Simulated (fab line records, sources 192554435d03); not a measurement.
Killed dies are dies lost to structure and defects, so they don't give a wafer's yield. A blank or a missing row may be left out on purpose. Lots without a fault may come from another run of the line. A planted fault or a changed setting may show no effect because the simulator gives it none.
fab line records | flow n5_finfet
record lots=24 wafers=72 last_day=17
route steps=1938 shown BEOL_M0_SAQP@675 BEOL_M0@738 BEOL_M1@754
lots that met no fault: from a run of the same line without faults
start_h: hours from the record's first day to the start of the lot's first wafer shown | wait_h: hours since the lot's step before | " the same as in the row above | L1.1+2: a row that stands for several wafers | - no value, or no start given | * or withheld: withheld | < > ~ a bound
route shown NAME@n: a module of which the file shows steps, and the number in the route of the first | usual: mean/standard deviation of fault-free wafers | same: alike in all rows | chamber/n: place in a boat | sites: the reading at each site | _std_site: their standard deviation | _edge_site: outer sites' mean less inner sites' | radius_mm: how far each site lies from the wafer's centre | mask NAME#n: copy n | behind: the tool/chamber that last shaped the wafer | hold: why the lot was held/for how many hours/how that ended | device: the transistor (n, p or np) that didn't switch | end of line: the same wafers' tests at the end of the route | a step without rows: its recipe alone | killed: dies lost to structure and defects at the first sort, not the wafer's yield | map: a wafer's dies, x killed, . not, _ none there
set.NAME: the setting as run; set.NAME@STEP: as run at that earlier step | model.NAME: the simulator's own value behind a step, which no gauge read
steps of the route over a sample of lots; a table a step, a row a wafer
services: from which hour (start_h, from the record's first day; less than 0 if before it) a tool's chamber was out of use, for how many hours, and why
## steps
# step N5_BEOL_M0_SAQP_RECESS_109
# recipe chemistry=HF/NH3 target=SiO2 target_depth_a=30 afs_cycles=1 temp_c=30 sublimation_temp_c=180 sublimation_time_s=60
# usual drypump_motor_current_A=5.7/0.53
# same afs_cycles=1
# columns lot.wafer tool chamber start_h wait_h drypump_motor_current_A
L074.2 vapor_etch-01 1 116.21 0.0 5.4
L074.3 " 0 " " 5.2
L074.4 " 1 " " 5.4
L075.1 vapor_etch-01 0 121.21 0.0 5.2
L075.4 " 1 " " 5.4
L075.5 " 1 " " 5.4
L076.3 vapor_etch-01 1 123.74 0.1 5.4
L076.5 " 1 " " 5.4
L076.6 " 0 " " 5.1
L077.2 vapor_etch-01 0 127.06 0.0 5.1
L077.3 " 0 " " 5.1
L077.4 " 1 " " 5.4
L078.1 vapor_etch-02 1 132.36 0.0 5.8
L078.4 " 0 " " 6.6
L078.5 " 0 " " 6.5
L079.1 vapor_etch-02 1 139.15 0.0 5.8
L079.4 " 0 " " 6.6
L079.6 " 0 " " 6.6
L080.3 vapor_etch-01 0 143.18 0.1 5.2
L080.4 " 0 " " 5.2
L080.5 " 0 " " 5.2
L081.3 vapor_etch-01 0 153.32 0.1 5.1
L081.5 " 1 " " 5.4
L081.6 " 0 " " 5.2
L082.1 vapor_etch-01 0 160.20 0.0 5.1
L082.4 " 0 " " 5.2
L082.6 " 1 " " 5.4
L083.1 vapor_etch-01 1 163.48 0.0 5.4
L083.4 " 0 " " 5.2
L083.5 " 0 " " 5.1
L084.1 vapor_etch-01 0 178.36 0.0 5.2
L084.2 " 1 " " 5.4
L084.6 " 1 " " 5.4
L085.3 vapor_etch-01 0 179.30 0.1 5.2
L085.5 " 1 " " 5.4
L085.6 " 0 " " 5.2
L086.1 vapor_etch-02 0 192.39 0.0 6.6
L086.5 " 0 " " 6.6
L086.6 " 1 " " 5.8
L087.1 vapor_etch-01 0 196.12 0.1 5.1
L087.2 " 1 " " 5.4
L087.3 " 1 " " 5.4
L088.2 vapor_etch-02 1 196.59 0.0 5.9
L088.5 " 0 " " 6.6
L088.6 " 1 " " 5.8
L089.1 vapor_etch-01 1 200.79 0.0 5.4
L089.4 " 1 " " 5.4
L089.6 " 1 " " 5.4
L090.2 vapor_etch-02 0 204.77 0.0 6.6
L090.3 " 1 " " 5.8
L090.6 " 1 " " 5.9
L091.1 vapor_etch-02 0 212.93 0.0 6.6
L091.2 " 1 " " 5.8
L091.3 " 0 " " 6.6
L092.2 vapor_etch-02 1 221.63 0.0 5.8
L092.4 " 1 " " 5.8
L092.5 " 1 " " 5.8
L093.1 vapor_etch-02 0 225.08 0.0 6.5
L093.5 " 0 " " 6.6
L093.6 " 1 " " 5.8
L094.1 vapor_etch-01 0 232.52 0.0 5.2
L094.3 " 0 " " 5.1
L094.4 " 1 " " 5.4
L095.2 vapor_etch-02 1 236.04 0.0 5.8
L095.4 " 1 " " 5.9
L095.5 " 0 " " 6.6
L096.1 vapor_etch-01 1 246.64 0.2 5.4
L096.3 " 1 " " 5.4
L096.6 " 0 " " 5.1
L097.3 vapor_etch-02 0 249.41 0.1 6.5
L097.4 " 1 " " 5.9
L097.6 " 0 " " 6.6
# step N5_BEOL_M0_SAQP_SPACER2_ALD_26
# recipe material=SiO2 target_thk_a=150 temp_c=300 ald_precursor_family=BDEAS ald_co_reactant=O2-plasma pulse_time_s=1 purge_time_s=2 co_reactant_purge_time_s=2 pressure_torr=2
# usual chamber_pressure_Torr=2.000/0.0042 heater_power_w=465/50 precursor_pulse_height_rel=0.997/0.019
# columns lot.wafer tool chamber start_h wait_h chamber_pressure_Torr heater_power_w precursor_pulse_height_rel
L074.2 ald_sin-03 0 116.35 0.1 1.997 484 1.007
L074.3 " 2 " " 1.995 370 1.014
L074.4 " 3 " " 1.998 425 1.007
L075.1 ald_sin-01 0 121.35 0.1 1.997 464 1.004
L075.4 " 2 " " 2.001 524 0.992
L075.5 " 3 " " 2.004 534 0.966
L076.3 ald_sin-04 1 123.85 0.1 1.995 523 1.005
L076.5 " 0 " " 1.999 495 0.964
L076.6 " 1 " " 2.001 518 0.982
L077.2 ald_sin-03 2 127.20 0.1 2.000 363 0.996
L077.3 " 3 " " 1.995 433 0.969
L077.4 " 1 " " 1.994 440 0.972
L078.1 ald_sin-04 3 132.50 0.1 1.997 414 1.002
L078.4 " 2 " " 1.998 495 0.979
L078.5 " 3 " " 2.000 415 1.013
L079.1 ald_sin-01 1 139.56 0.4 2.005 443 1.024
L079.4 " 3 " " 2.002 537 0.990
L079.6 " 0 " " 2.002 459 0.989
L080.3 ald_sin-03 1 143.48 0.3 1.996 448 1.028
L080.4 " 2 " " 2.001 382 0.989
L080.5 " 2 " " 1.995 361 0.958
L081.3 ald_sin-01 3 153.43 0.1 2.001 541 0.992
L081.5 " 1 " " 2.001 439 1.017
L081.6 " 2 " " 1.997 518 1.002
L082.1 ald_sin-01 1 160.34 0.1 1.999 429 0.959
L082.4 " 0 " " 1.994 465 1.041
L082.6 " 3 " " 2.005 528 0.967
L083.1 ald_sin-04 1 163.62 0.1 2.004 551 1.004
L083.4 " 3 " " 1.999 424 1.004
L083.5 " 1 " " 1.999 532 0.968
L084.1 ald_sin-01 3 178.51 0.1 2.002 550 0.996
L084.2 " 2 " " 2.000 508 0.972
L084.6 " 3 " " 2.003 541 1.000
L085.3 ald_sin-01 0 181.20 1.9 1.992 449 1.030
L085.5 " 2 " " 1.995 522 0.968
L085.6 " 3 " " 2.006 537 0.996
L086.1 ald_sin-04 1 192.58 0.1 1.995 518 0.995
L086.5 " 0 " " 2.000 488 0.997
L086.6 " 1 " " 1.999 523 0.995
L087.1 ald_sin-03 2 196.27 0.1 2.001 368 1.000
L087.2 " 1 " " 1.996 436 0.991
L087.3 " 3 " " 1.997 428 0.980
L088.2 ald_sin-03 0 196.79 0.2 1.997 480 1.031
L088.5 " 2 " " 1.988 383 1.025
L088.6 " 1 " " 1.997 451 1.016
L089.1 ald_sin-01 2 200.94 0.1 1.998 513 1.009
L089.4 " 3 " " 1.998 538 0.984
L089.6 " 1 " " 1.998 436 0.984
L090.2 ald_sin-03 3 204.91 0.1 2.000 430 1.031
L090.3 " 2 " " 1.994 379 0.970
L090.6 " 0 " " 2.001 475 0.996
L091.1 ald_sin-01 2 213.07 0.1 2.005 504 1.024
L091.2 " 1 " " 2.007 442 0.989
L091.3 " 0 " " 2.003 469 1.011
L092.2 ald_sin-01 1 221.77 0.1 2.001 445 0.988
L092.4 " 2 " " 1.999 534 0.979
L092.5 " 3 " " 1.993 537 0.991
L093.1 ald_sin-04 3 225.22 0.1 2.008 421 0.980
L093.5 " 3 " " 2.002 415 1.004
L093.6 " 2 " " 1.998 501 0.998
L094.1 ald_sin-03 3 232.66 0.1 1.999 417 1.013
L094.3 " 2 " " 2.001 376 0.991
L094.4 " 0 " " 1.997 472 1.011
L095.2 ald_sin-03 0 236.46 0.4 2.005 487 0.974
L095.4 " 2 " " 2.002 362 0.975
L095.5 " 3 " " 1.994 424 1.029
L096.1 ald_sin-03 3 246.91 0.2 2.002 426 1.008
L096.3 " 2 " " 2.007 384 1.001
L096.6 " 3 " " 2.003 431 0.967
L097.3 ald_sin-03 2 249.52 0.1 2.000 370 1.022
L097.4 " 3 " " 1.996 427 1.009
L097.6 " 1 " " 1.996 440 0.998
# step N5_BEOL_M0_SAQP_CD_MEAS_29
# recipe target_cd_nm=14.4 landing_energy_ev=1000 detector=se_inlens
# usual cd_nm=15.02/0.19
# columns lot.wafer tool chamber start_h wait_h cd_nm
L074.2 cd_sem-03 0 117.10 0.1 14.87
L074.3 " 0 " " 14.96
L074.4 " 0 " " 15.56
L075.1 cd_sem-02 0 122.10 0.1 15.56
L075.4 " 0 " " 14.84
L075.5 " 0 " " 14.63
L076.3 cd_sem-01 0 124.60 0.1 15.22
L076.5 " 0 " " 14.82
L076.6 " 0 " " 14.98
L077.2 cd_sem-03 0 127.99 0.1 15.01
L077.3 " 0 " " 15.04
L077.4 " 0 " " 14.80
L078.1 cd_sem-01 0 133.26 0.1 14.99
L078.4 " 0 " " 15.17
L078.5 " 0 " " 15.11
L079.1 cd_sem-02 0 140.32 0.1 15.44
L079.4 " 0 " " 15.02
L079.6 " 0 " " 14.89
L080.3 cd_sem-03 0 144.23 0.1 15.17
L080.4 " 0 " " 15.06
L080.5 " 0 " " 15.03
L081.3 cd_sem-02 0 154.18 0.1 15.19
L081.5 " 0 " " 15.29
L081.6 " 0 " " 15.15
L082.1 cd_sem-03 0 161.09 0.1 14.73
L082.4 " 0 " " 15.34
L082.6 " 0 " " 14.65
L083.1 cd_sem-01 0 164.37 0.1 14.81
L083.4 " 0 " " 15.22
L083.5 " 0 " " 15.15
L084.1 cd_sem-03 0 179.43 0.1 14.67
L084.2 " 0 " " 14.89
L084.6 " 0 " " 14.92
L085.3 cd_sem-02 0 181.95 0.1 14.89
L085.5 " 0 " " 14.98
L085.6 " 0 " " 15.09
L086.1 cd_sem-02 0 193.32 0.1 15.14
L086.5 " 0 " " 15.05
L086.6 " 0 " " 15.43
L087.1 cd_sem-03 0 197.16 0.1 14.99
L087.2 " 0 " " 14.89
L087.3 " 0 " " 14.71
L088.2 cd_sem-03 0 197.63 0.1 14.96
L088.5 " 0 " " 14.63
L088.6 " 0 " " 14.98
L089.1 cd_sem-01 0 201.75 0.1 14.76
L089.4 " 0 " " 15.20
L089.6 " 0 " " 15.11
L090.2 cd_sem-01 0 205.66 0.1 15.01
L090.3 " 0 " " 15.10
L090.6 " 0 " " 15.01
L091.1 cd_sem-01 0 214.22 0.1 14.71
L091.2 " 0 " " 15.06
L091.3 " 0 " " 15.31
L092.2 cd_sem-03 0 222.52 0.1 14.93
L092.4 " 0 " " 14.98
L092.5 " 0 " " 15.05
L093.1 cd_sem-02 0 225.97 0.1 15.20
L093.5 " 0 " " 14.91
L093.6 " 0 " " 15.03
L094.1 cd_sem-03 0 233.41 0.1 15.19
L094.3 " 0 " " 14.83
L094.4 " 0 " " 15.04
L095.2 cd_sem-02 0 237.21 0.1 15.00
L095.4 " 0 " " 14.81
L095.5 " 0 " " 15.03
L096.1 cd_sem-03 0 247.66 0.1 15.21
L096.3 " 0 " " 14.83
L096.6 " 0 " " 15.26
L097.3 cd_sem-02 0 250.26 0.1 14.94
L097.4 " 0 " " 14.94
L097.6 " 0 " " 14.75
# step N5_BEOL_M0_SAQP_ETCH_88
# recipe chemistry=N2/H2 target=underlayer target_depth_a=65 time_s=5.2 ion_energy_ev=200 mask_material=CAR-EUV pressure_mtorr=30 source_w=840 bias_w=150 n2_flow_sccm=200 h2_flow_sccm=200 ends=cleared
# usual drypump_motor_current_A=5.6/0.53 etch_rf_on_time_s=5.16/0.089 oes_product_au=0.70/0.075 rf_vpp_V=525.0/2.5 showerhead_plenum_p_Torr=2.58/0.083 throttle_valve_pct=17.74/0.2
# columns lot.wafer tool chamber start_h wait_h drypump_motor_current_A etch_rf_on_time_s oes_product_au rf_hours_counter_h rf_vpp_V showerhead_plenum_p_Torr throttle_valve_pct
L074.2 rie_diel-03 0 117.76 0.0 5.7 5.32 0.87 0 518.7 2.50 17.26
L074.3 " 1 " " 6.6 5.26 0.62 182 524.8 2.63 17.84
L074.4 " 2 " " 6.4 5.17 0.78 20 528.8 2.72 17.68
L075.1 rie_diel-02 0 122.69 0.0 6.1 5.21 0.67 127 526.9 2.67 17.60
L075.4 " 3 " " 4.9 5.27 0.60 216 523.4 2.62 17.89
L075.5 " 3 " " 4.9 5.24 0.60 - 527.1 2.62 17.93
L076.3 rie_diel-03 0 125.07 0.0 5.7 5.21 0.87 1 521.5 2.50 17.28
L076.5 " 0 " " 5.6 5.32 0.84 - 521.1 2.50 17.29
L076.6 " 1 " " 6.6 5.26 0.62 - 526.7 2.63 17.86
L077.2 rie_diel-03 0 128.62 0.0 5.7 5.25 0.85 3 521.9 2.50 17.25
L077.3 " 3 " " 5.7 4.93 0.82 10 523.7 2.60 17.68
L077.4 " 1 " " 6.6 5.28 0.63 184 527.1 2.63 17.85
L078.1 rie_diel-01 3 134.56 0.0 5.6 5.14 0.76 27 525.3 2.59 17.65
L078.4 " 0 " " 5.8 5.07 0.74 35 528.4 2.69 17.79
L078.5 " 0 " " 5.8 5.06 0.74 - 528.5 2.69 17.81
L079.1 rie_diel-01 1 140.79 0.0 5.7 5.05 0.69 124 524.7 2.56 17.75
L079.4 " 1 " " 5.7 5.09 0.68 - 526.3 2.56 17.77
L079.6 " 0 " " 5.8 5.10 0.75 - 526.7 2.69 17.82
L080.3 rie_diel-01 1 144.69 0.0 5.7 5.14 0.67 125 524.0 2.56 17.76
L080.4 " 2 " " 4.9 5.00 0.74 - 524.3 2.47 17.44
L080.5 " 0 " " 5.8 5.11 0.73 - 529.0 2.69 17.79
L081.3 rie_diel-03 1 154.65 0.0 6.6 5.25 0.62 193 525.0 2.63 17.88
L081.5 " 0 " " 5.7 5.24 0.82 - 522.2 2.50 17.29
L081.6 " 2 " " 6.4 5.17 0.75 - 529.1 2.72 17.71
L082.1 rie_diel-01 1 161.55 0.0 5.6 5.07 0.69 131 527.5 2.56 17.76
L082.4 " 3 " " 5.5 5.13 0.77 30 525.3 2.59 17.67
L082.6 " 0 " " 5.8 5.12 0.72 - 528.6 2.69 17.82
L083.1 rie_diel-02 3 164.84 0.0 4.9 5.23 0.59 230 525.9 2.61 17.94
L083.4 " 1 " " 5.9 5.22 0.58 236 525.2 2.50 18.26
L083.5 " 1 " " 5.8 5.27 0.58 - 523.5 2.50 18.24
L084.1 rie_diel-01 3 180.02 0.0 5.5 5.26 0.75 35 525.6 2.59 17.68
L084.2 " 0 " " 5.8 5.22 0.73 49 529.5 2.69 17.82
L084.6 " 3 " " 5.5 5.21 0.75 - 525.6 2.59 17.67
L085.3 rie_diel-02 0 182.42 0.0 6.1 5.15 0.65 143 525.7 2.66 17.63
L085.5 " 0 " " 6.1 5.14 0.66 - 527.0 2.66 17.62
L085.6 " 3 " " 4.9 5.28 0.59 - 524.3 2.61 17.93
L086.1 rie_diel-03 2 194.01 0.0 6.4 5.28 0.74 42 528.1 2.71 17.70
L086.5 " 2 " " 6.4 5.25 0.74 - 529.9 2.71 17.72
L086.6 " 1 " " 6.6 5.26 0.61 - 525.9 2.62 17.91
L087.1 rie_diel-01 0 197.71 0.0 5.8 5.13 0.71 53 528.1 2.68 17.85
L087.2 " 3 " " 5.5 5.27 0.75 39 525.3 2.59 17.71
L087.3 " 1 " " 5.7 5.14 0.67 140 524.8 2.55 17.78
L088.2 rie_diel-01 0 198.12 0.0 5.8 5.12 0.71 53 526.8 2.69 17.86
L088.5 " 3 " " 5.5 5.21 0.76 - 525.8 2.58 17.69
L088.6 " 0 " " 5.8 5.10 0.73 - 526.7 2.69 17.86
L089.1 rie_diel-02 1 202.21 0.0 5.8 5.26 0.58 248 522.5 2.50 18.23
L089.4 " 2 " " 5.1 5.12 0.70 89 522.8 2.46 17.85
L089.6 " 3 " " 4.9 5.25 0.58 - 524.5 2.61 17.95
L090.2 rie_diel-01 2 206.12 0.0 4.9 5.03 0.70 87 521.7 2.46 17.49
L090.3 " 0 " " 5.8 5.07 0.71 55 528.3 2.68 17.86
L090.6 " 2 " " 4.9 5.03 0.71 - 522.0 2.46 17.46
L091.1 rie_diel-02 0 214.98 0.0 6.1 5.15 0.64 152 528.1 2.66 17.65
L091.2 " 2 " " 5.0 5.17 0.68 93 520.7 2.46 17.83
L091.3 " 3 " " 4.9 5.21 0.58 245 528.0 2.60 17.95
L092.2 rie_diel-01 0 223.15 0.0 5.8 5.06 0.70 60 528.8 2.68 17.86
L092.4 " 2 " " 4.9 5.04 0.70 93 524.2 2.46 17.50
L092.5 " 3 " " 5.5 5.17 0.75 - 525.3 2.58 17.70
L093.1 rie_diel-02 2 226.43 0.0 5.1 5.11 0.68 96 523.6 2.46 17.85
L093.5 " 3 " " 4.9 5.24 0.58 - 526.6 2.60 17.96
L093.6 " 0 " " 6.1 5.18 0.65 - 525.8 2.66 17.66
L094.1 rie_diel-02 0 234.02 0.0 6.1 5.16 0.64 159 526.6 2.65 17.67
L094.3 " 3 " " 4.9 5.25 0.58 251 525.4 2.60 17.97
L094.4 " 3 " " 4.9 5.30 0.58 - 526.9 2.60 17.96
L095.2 rie_diel-02 2 237.67 0.0 5.1 5.12 0.68 101 522.3 2.46 17.85
L095.4 " 3 " " 4.9 5.25 0.58 252 525.6 2.60 17.97
L095.5 " 1 " " 5.8 5.17 0.85 - 523.4 2.50 17.80
L096.1 rie_diel-03 1 248.13 0.0 6.6 5.23 0.61 222 526.7 2.62 17.94
L096.3 " 2 " " 6.4 5.14 0.73 57 526.7 2.71 17.76
L096.6 " 2 " " 6.4 5.23 0.73 - 525.8 2.71 17.76
L097.3 rie_diel-02 3 250.88 0.0 4.9 5.26 0.57 257 522.7 2.60 17.98
L097.4 " 1 " " 5.8 5.15 0.82 4 523.0 2.49 17.84
L097.6 " 1 " " 5.8 5.18 0.82 - 522.7 2.50 17.83
# step N5_BEOL_M0_SPUTTER_134
# recipe material=Cu target_thk_a=40 temp_c=-20 chamber_pressure_pa=0.07 power_w=withheld time_s=7.37
# usual throttle_valve_pct=30.2/0.95
# columns lot.wafer tool chamber start_h wait_h throttle_valve_pct
L074.2 pvd_sputter-02 - 123.78 0.0 29.2
L074.3 " - " " 29.6
L074.4 " - " " 31.2
L075.1 pvd_sputter-03 - 129.60 0.0 31.0
L075.4 " - " " 30.6
L075.5 " - " " 28.5
L076.3 pvd_sputter-02 - 131.02 0.0 29.5
L076.5 " - " " 29.7
L076.6 " - " " 31.0
L077.2 pvd_sputter-01 - 135.13 0.0 31.6
L077.3 " - " " 29.0
L077.4 " - " " 30.8
L078.1 pvd_sputter-03 - 139.80 0.0 30.4
L078.4 " - " " 28.5
L078.5 " - " " 28.5
L079.1 pvd_sputter-01 - 147.60 0.0 31.9
L079.4 " - " " 31.2
L079.6 " - " " 30.8
L080.3 pvd_sputter-02 - 150.15 0.0 29.4
L080.4 " - " " 31.6
L080.5 " - " " 29.4
L081.3 pvd_sputter-02 - 162.34 0.0 29.6
L081.5 " - " " 31.5
L081.6 " - " " 29.5
L082.1 pvd_sputter-01 - 169.63 0.0 29.1
L082.4 " - " " 31.7
L082.6 " - " " 28.9
L083.1 pvd_sputter-02 - 169.76 0.0 29.5
L083.4 " - " " 29.6
L083.5 " - " " 29.6
L084.1 pvd_sputter-02 - 186.03 0.0 31.4
L084.2 " - " " 30.0
L084.6 " - " " 30.2
L085.3 pvd_sputter-02 - 186.65 0.0 30.0
L085.5 " - " " 29.6
L085.6 " - " " 30.2
L086.1 pvd_sputter-03 - 198.66 0.0 28.5
L086.5 " - " " 30.0
L086.6 " - " " 28.4
L088.2 pvd_sputter-01 - 205.53 0.0 32.0
L088.5 " - " " 30.1
L088.6 " - " " 28.9
L087.1 pvd_sputter-01 - 207.85 0.0 30.8
L087.2 " - " " 31.7
L087.3 " - " " 30.5
L089.1 pvd_sputter-01 - 209.01 0.0 28.9
L089.4 " - " " 31.9
L089.6 " - " " 29.1
L090.2 pvd_sputter-01 - 210.82 0.0 28.9
L090.3 " - " " 30.1
L090.6 " - " " 28.9
L091.1 pvd_sputter-02 - 219.14 0.0 30.4
L091.2 " - " " 29.5
L091.3 " - " " 31.5
L092.2 pvd_sputter-02 - 229.92 0.0 30.3
L092.4 " - " " 31.2
L092.5 " - " " 31.2
L093.1 pvd_sputter-02 - 231.64 0.0 31.3
L093.5 " - " " 29.8
L093.6 " - " " 31.5
L094.1 pvd_sputter-03 - 242.83 0.0 30.3
L094.3 " - " " 28.5
L094.4 " - " " 31.2
L095.2 pvd_sputter-03 - 245.27 0.0 30.6
L095.4 " - " " 31.2
L095.5 " - " " 28.4
L096.1 pvd_sputter-01 - 252.66 0.0 30.1
L096.3 " - " " 31.7
L096.6 " - " " 31.0
L097.3 pvd_sputter-02 - 256.77 0.0 29.3
L097.4 " - " " 31.3
L097.6 " - " " 29.9
# step N5_BEOL_M1_HM_DEP_02
# recipe material=TiN target_thk_a=200 temp_c=25 chamber_pressure_pa=0.49996
# usual throttle_valve_pct=30.2/0.92
# columns lot.wafer tool chamber start_h wait_h throttle_valve_pct
L074.2 pvd_sputter-01 - 125.54 0.4 28.9
L074.3 " - " " 30.2
L074.4 " - " " 31.7
L075.1 pvd_sputter-02 - 131.52 0.5 30.3
L075.4 " - " " 29.5
L075.5 " - " " 31.2
L076.3 pvd_sputter-01 - 134.40 2.0 30.5
L076.5 " - " " 30.2
L076.6 " - " " 28.9
L077.2 pvd_sputter-01 - 137.25 0.8 31.6
L077.3 " - " " 30.2
L077.4 " - " " 31.1
L078.1 pvd_sputter-02 - 141.85 0.5 29.5
L078.4 " - " " 30.3
L078.5 " - " " 31.5
L079.1 pvd_sputter-01 - 149.74 0.3 28.9
L079.4 " - " " 31.8
L079.6 " - " " 30.4
L080.3 pvd_sputter-02 - 152.71 1.2 31.4
L080.4 " - " " 29.8
L080.5 " - " " 31.4
L081.3 pvd_sputter-02 - 165.60 1.9 29.4
L081.5 " - " " 29.7
L081.6 " - " " 31.5
L082.1 pvd_sputter-02 - 175.29 3.4 29.6
L082.4 " - " " 30.4
L082.6 " - " " 30.2
L083.1 pvd_sputter-02 - 175.39 3.3 30.0
L083.4 " - " " 29.9
L083.5 " - " " 31.1
L084.1 pvd_sputter-01 - 188.33 0.9 29.1
L084.2 " - " " 31.2
L084.6 " - " " 30.5
L085.3 pvd_sputter-01 - 189.03 1.0 31.4
L085.5 " - " " 30.4
L085.6 " - " " 29.0
L086.1 pvd_sputter-02 - 201.19 1.2 29.9
L086.5 " - " " 29.7
L086.6 " - " " 31.4
L088.2 pvd_sputter-02 - 208.55 1.1 29.5
L088.5 " - " " 31.1
L088.6 " - " " 29.6
L087.1 pvd_sputter-03 - 209.98 0.8 30.8
L087.2 " - " " 30.3
L087.3 " - " " 30.5
L089.1 pvd_sputter-02 - 210.61 0.2 31.2
L089.4 " - " " 29.6
L089.6 " - " " 30.3
L090.2 pvd_sputter-01 - 213.82 1.1 31.3
L090.3 " - " " 31.3
L090.6 " - " " 28.8
L091.1 pvd_sputter-02 - 221.46 0.8 29.6
L091.2 " - " " 30.4
L091.3 " - " " 29.8
L092.2 pvd_sputter-01 - 232.22 0.7 30.4
L092.4 " - " " 29.1
L092.5 " - " " 31.0
L093.1 pvd_sputter-01 - 235.13 1.5 30.4
L093.5 " - " " 30.2
L093.6 " - " " 31.0
L094.1 pvd_sputter-03 - 245.57 1.3 30.6
L094.3 " - " " 30.3
L094.4 " - " " 30.9
L095.2 pvd_sputter-03 - 246.81 0.2 30.3
L095.4 " - " " 30.4
L095.5 " - " " 30.3
L096.1 pvd_sputter-03 - 255.33 0.9 30.3
L096.3 " - " " 30.9
L096.6 " - " " 28.5
L097.3 pvd_sputter-03 - 260.45 2.3 31.0
L097.4 " - " " 30.1
L097.6 " - " " 30.3
## services
# columns tool chamber start_h hours kind
ald_sin-03 3 96.41 16.1 repair
ald_sin-03 0 99.66 - clean
ald_sin-03 1 99.66 - clean
ald_sin-03 2 99.66 - clean
vapor_etch-01 - 115.78 0.2 repair
rie_diel-01 3 135.89 14.2 repair
rie_diel-02 0 141.71 3.3 repair
vapor_etch-01 - 143.38 0.4 repair
rie_diel-03 3 151.46 4.3 repair
pvd_sputter-02 - 153.37 1.0 repair
pvd_sputter-03 - 169.70 3.3 repair
rie_diel-03 2 170.31 8.0 repair
ald_sin-01 2 201.46 2.2 repair
rie_diel-02 1 210.87 - clean
rie_diel-02 1 210.87 - consumable_replace:focus_ring
rie_diel-02 1 210.87 26.1 scheduled_down
rie_diel-03 3 214.67 3.1 repair
rie_diel-01 0 216.59 1.2 repair
rie_diel-02 - 219.04 0.7 repair
ald_sin-01 0 220.47 15.2 repair
rie_diel-03 2 224.91 9.3 repair
rie_diel-03 0 240.51 12.8 repair
ald_sin-04 2 254.60 6.7 repair
rie_diel-02 3 256.42 2.8 repair
## key
fault none
